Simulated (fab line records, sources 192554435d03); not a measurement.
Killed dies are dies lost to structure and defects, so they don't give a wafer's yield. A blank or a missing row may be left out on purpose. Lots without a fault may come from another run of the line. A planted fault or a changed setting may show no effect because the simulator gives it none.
fab line records | flow n5_finfet
record lots=5 wafers=12 last_day=17
route steps=1938 shown BEOL_M6@1254 BEOL_M7@1263
lots that met no fault: from a run of the same line without faults
start_h: hours from the record's first day to the start of the lot's first wafer shown | wait_h: hours since the lot's step before | " the same as in the row above | L1.1+2: a row that stands for several wafers | - no value, or no start given | * or withheld: withheld | < > ~ a bound
route shown NAME@n: a module of which the file shows steps, and the number in the route of the first | usual: mean/standard deviation of fault-free wafers | same: alike in all rows | chamber/n: place in a boat | sites: the reading at each site | _std_site: their standard deviation | _edge_site: outer sites' mean less inner sites' | radius_mm: how far each site lies from the wafer's centre | mask NAME#n: copy n | behind: the tool/chamber that last shaped the wafer | hold: why the lot was held/for how many hours/how that ended | device: the transistor (n, p or np) that didn't switch | end of line: the same wafers' tests at the end of the route | a step without rows: its recipe alone | killed: dies lost to structure and defects at the first sort, not the wafer's yield | map: a wafer's dies, x killed, . not, _ none there
set.NAME: the setting as run; set.NAME@STEP: as run at that earlier step | model.NAME: the simulator's own value behind a step, which no gauge read
lots at some steps of the route; a table a step, a row a wafer
services: from which hour (start_h, from the record's first day; less than 0 if before it) a tool's chamber was out of use, for how many hours, and why
## steps
# step N5_BEOL_M6_SPUTTER_48
# recipe material=Cu target_thk_a=100 temp_c=-20 bias_v=60 power_w=26000 chamber_pressure_pa=0.13 time_s=1.667
# step N5_BEOL_M6_ECD_50
# recipe material=Cu target_thk_a=3000
# step N5_BEOL_M6_ANNEAL_51
# recipe temp_c=225 time_s=90 ambient=N2
# step N5_BEOL_M6_CMP_52
# recipe stop_on=SiCOH_lowk t_overpolish_s=6.9 down_force_psi=1 platen_rpm=50 clearing_platen_down_force_psi=1.5 clearing_platen_rpm=50 post_cmp_clean=cu_alkaline target_thk_nm=80 clearing_platen_pad_velocity_m_s=0.99484 pad_velocity_m_s=0.99484
# step N5_BEOL_M6_PRE_CLEAN_55
# recipe gas=NH3 time_s=15 temp_c=withheld rf_power_w=300
# step N5_BEOL_M6_DEP_56
# recipe material=SiCN target_thk_a=100 temp_c=withheld precursor=3MS/NH3 pressure_torr=3 rf_w=202 time_s=17.5
# step N5_BEOL_M7_ILD_DEP_00
# recipe material=SiCOH_lowk target_thk_a=1797.5 temp_c=300 precursor=DEMS/porogen pressure_torr=5 rf_w=500 time_s=33.4
# step N5_BEOL_M7_CURE_74
# recipe temp_c=385 time_s=240 ambient=He/Ar material=SiCOH_lowk
# step N5_BEOL_M7_PECVD_70
# recipe material=SiO2 target_thk_a=200 temp_c=400 precursor=TEOS/O2 pressure_torr=5.5 rf_w=450 teos_flow_sccm=53.8 gas=O2 flow_sccm=3000 time_s=22.7
# usual heater_power_w=691/61 showerhead_plenum_p_Torr=8.79/0.053 throttle_valve_pct=22.5/1.2
# columns lot.wafer tool chamber start_h wait_h heater_power_w showerhead_plenum_p_Torr throttle_valve_pct model.SiO2_of_BEOL_M7_PECVD_70.thk_nm
L364.1 pecvd-02 2 223.89 0.0 673 8.78 22.4 19.8
L364.3 " 0 " " 646 8.81 24.8 20
L364.5 " 0 " " 646 8.80 25.1 20.4
L372.2 pecvd-02 1 270.10 0.0 691 8.80 22.3 20
L372.4 " 0 " " 641 8.80 25.1 29.8
L374.4 pecvd-02 1 283.50 0.1 708 8.85 22.1 29.8
L374.5 " 2 " " 680 8.76 22.5 29.4
L375.4 pecvd-02 0 287.45 0.1 718 8.84 25.0 30.2
L375.5 " 1 " " 679 8.82 22.1 30.2
L381.2 pecvd-03 2 324.02 0.0 624 8.78 21.1 19.6
L381.3 " 0 " " 763 8.76 22.6 19
L381.5 " 0 " " 752 8.76 22.8 19.6
# step N5_BEOL_M7_HM_DEP_02
# recipe material=TiN target_thk_a=200 temp_c=25 chamber_pressure_pa=0.49996
# step N5_BEOL_M7_COAT_59
# recipe resist=SOC temp_c=250 time_s=60 spin_rpm=1500 resist_thk_nm=100
# step N5_BEOL_M7_COAT_60
# recipe resist=SiARC temp_c=220 time_s=60 spin_rpm=1500 resist_thk_nm=35
# step N5_BEOL_M7_COAT_05
# recipe resist=CAR-ArF spin_rpm=1500 resist_thk_nm=90
# step N5_BEOL_M7_EBR_07
# recipe solvent=PGMEA ebr_width_mm=1.5
# step N5_BEOL_M7_SOFTBAKE_06
# recipe temp_c=110 time_s=60 resist=CAR-ArF
# step N5_BEOL_M7_EXPOSE_08
# recipe mask_id=M7 na=1.35 source_shape=dipole sigma_inner=0.817 sigma_outer=0.97 polarization=te dose_mj=68.25
# step N5_BEOL_M7_PEB_09
# recipe peb_temp_c=withheld peb_time_s=60 resist=CAR-ArF
# step N5_BEOL_M7_DEVELOP_10
# recipe develop_time_s=30 developer=TMAH resist=CAR-ArF rinse_liquid=diw dry=air_spin dev_temp_c=23
# step N5_BEOL_M7_DESCUM_16
# recipe chemistry=O2 time_s=7.9 source_power_w=50 bias_power_w=20 pressure_mtorr=20 rf_frequency_hz=2.712e+07 temp_c=40 resist=CAR-ArF o2_flow_sccm=225
# step N5_BEOL_M7_ETCH_61
# recipe chemistry=CF4 target=SiARC target_depth_a=455 mask_material=CAR-ArF time_s=75.8 ion_energy_ev=80 pressure_mtorr=40 source_w=545 bias_w=36 Ar_flow_sccm=100 cf4_flow_sccm=100 ends=cleared
# step N5_BEOL_M7_ETCH_62
# recipe chemistry=N2/H2 target=SOC target_depth_a=1100 overetch_a=220 mask_material=SiARC temp_c=40 time_s=165 ion_energy_ev=200 pressure_mtorr=30 source_w=840 bias_w=150 n2_flow_sccm=200 h2_flow_sccm=200
# step N5_BEOL_M7_STRIP_68
# recipe chemistry=N2/H2 temp_c=40 n2_flow_sccm=200 h2_flow_sccm=200 rf_frequency_hz=6e+07
# step N5_BEOL_M7_STRIP_67
# recipe chemistry=CF4 resist=SiARC power_w=300 bias_power_w=75 pressure_mtorr=50 cf4_flow_sccm=150 rf_frequency_hz=6e+07
# step N5_BEOL_M7_HM_OPEN_17
# recipe chemistry=Cl2/BCl3 target_depth_a=200 overetch_a=60 target=TiN mask_material=SOC ion_energy_ev=150 pressure_mtorr=10 icp_w=1000 bias_w=126 Cl2_flow_sccm=53.25 bcl3_flow_sccm=21.75 Ar_flow_sccm=25
# step N5_BEOL_M7_STRIP_19
# recipe chemistry=O2 power_w=400 temp_c=40 pressure_mtorr=30 rf_frequency_hz=6e+07 bias_power_w=0 overash_fraction=0.2 o2_flow_sccm=225
# step N5_BEOL_M7_COAT_63
# recipe resist=SOC temp_c=250 time_s=60 spin_rpm=1500 resist_thk_nm=60
# step N5_BEOL_M7_COAT_64
# recipe resist=SiARC temp_c=220 time_s=60 spin_rpm=1500 resist_thk_nm=12
# step N5_BEOL_M7_COAT_71
# recipe resist=underlayer temp_c=205 time_s=60 spin_rpm=1500 resist_thk_nm=5
# step N5_BEOL_M7_COAT_22
# recipe resist=CAR-EUV spin_rpm=1500 resist_thk_nm=30
# step N5_BEOL_M7_EBR_24
# recipe solvent=PGMEA ebr_width_mm=1.5
# step N5_BEOL_M7_SOFTBAKE_23
# recipe temp_c=110 time_s=60 resist=CAR-EUV
# step N5_BEOL_M7_EXPOSE_25
# recipe mask_id=V6 na=0.33 source_shape=annular sigma_inner=0.4 sigma_outer=0.8 polarization=unpolarized target_cd_nm=40 dose_mj=42.5
# step N5_BEOL_M7_PEB_26
# recipe peb_temp_c=100 peb_time_s=60 resist=CAR-EUV
# step N5_BEOL_M7_DEVELOP_27
# recipe develop_time_s=30 developer=TMAH resist=CAR-EUV rinse_liquid=surfactant_rinse dry=air_spin dev_temp_c=23
# step N5_BEOL_M7_HM_STRIP_39
# recipe chemistry=peroxide_tin_strip material=TiN target_depth_a=250 temp_c=50 time_s=158
# columns lot.wafer tool chamber start_h wait_h model.SiO2_of_BEOL_M7_PECVD_70.thk_nm
L364.1 wet_bench-04 6 228.37 0.0 19.6
L364.3 " 7 " " 19.8
L364.5 " 5 " " 20.4
L372.2 wet_bench-04 5 272.99 0.0 19.8
L372.4 " 4 " " 29.8
L374.4 wet_bench-04 7 287.89 0.0 29.8
L374.5 " 2 " " 29.2
L375.4+5 wet_bench-04 1,2 292.54 0.0 30
L381.2+5 wet_bench-06 1,2 328.61 0.0 19.4
L381.3 " 6 " " 18.8
# step N5_BEOL_M7_CMP_52
# recipe stop_on=SiCOH_lowk t_overpolish_s=6.9 down_force_psi=1 platen_rpm=50 clearing_platen_down_force_psi=1.5 clearing_platen_rpm=50 post_cmp_clean=cu_alkaline target_thk_nm=80 clearing_platen_pad_velocity_m_s=0.99484 pad_velocity_m_s=0.99484
# usual barrier_field_endpoint_s=28.5/0.73 clearing_platen_down_force_psi=1.500/0.0035 motor_current_A=5.9/0.7
# columns lot.wafer tool chamber start_h wait_h barrier_field_endpoint_s clearing_platen_down_force_psi motor_current_A
L364.3 cmp-03 0 230.75 0.6 29.2 1.497 5.0
L364.1 " 3 " " 29.9 1.508 5.0
L364.5 " 1 " " 28.9 1.499 7.0
L372.4 cmp-01 1 276.34 0.3 40.8 1.497 5.3
L372.2 " 2 " " 29.3 1.499 5.4
L374.4 cmp-03 3 289.93 0.2 41.9 1.497 5.4
L374.5 " 1 " " 38.1 1.500 7.3
L375.4 cmp-01 2 295.64 0.1 43.3 1.505 5.1
L375.5 " 3 " " 42.6 1.504 7.0
L381.3 cmp-01 1 330.98 0.2 27.3 1.501 5.2
L381.2 " 2 " " 28.8 1.496 4.9
L381.5 " 2 " " 29.2 1.500 5.1
## services
# columns tool chamber start_h hours kind
cmp-01 - 216.71 2.7 repair
cmp-01 - 228.63 4.0 pm
cmp-01 - 232.63 - consumable_replace:conditioner
cmp-01 - 232.63 - consumable_replace:pad
pecvd-02 - 233.00 0.7 repair
cmp-01 - 249.01 5.0 pm
pecvd-03 0 258.06 5.5 scheduled_down
cmp-01 - 258.07 4.0 repair
cmp-03 - 310.81 1.6 repair
cmp-03 - 316.38 4.0 pm
pecvd-02 2 317.65 2.1 scheduled_down
cmp-03 - 320.38 - consumable_replace:conditioner
cmp-03 - 320.38 - consumable_replace:pad
## key
first_sign step=N5_BEOL_M7_CMP_52 reading=barrier_field_endpoint_s direction=up sigmas=18 usual=28.5 struck=41.3
effect none on later readings
model_effect step=N5_BEOL_M7_PECVD_70 value=SiO2_of_BEOL_M7_PECVD_70.thk_nm without=20.08 struck=29.88
model_effect step=N5_BEOL_M7_HM_STRIP_39 value=SiO2_of_BEOL_M7_PECVD_70.thk_nm without=19.88 struck=29.76
met_at N5_BEOL_M7_PECVD_70
struck_wafers L372.4,L374.4,L374.5,L375.4,L375.5
baseline_loss step=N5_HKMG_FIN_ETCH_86 wafers=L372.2
onset_between 223.89 270.10
fault kind=process_parameter_drift tool=pecvd-02 chamber=- onset_h=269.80 steps=N5_BEOL_M7_PECVD_70 channel=time_s offset=* shape=step end_h=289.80 scope=struck_wafers_only acts_in=* stated=*
# baseline_loss: these wafers lose ten dies or more at that step, a loss of the line's own and not of a fault; the sort's usual values leave them out
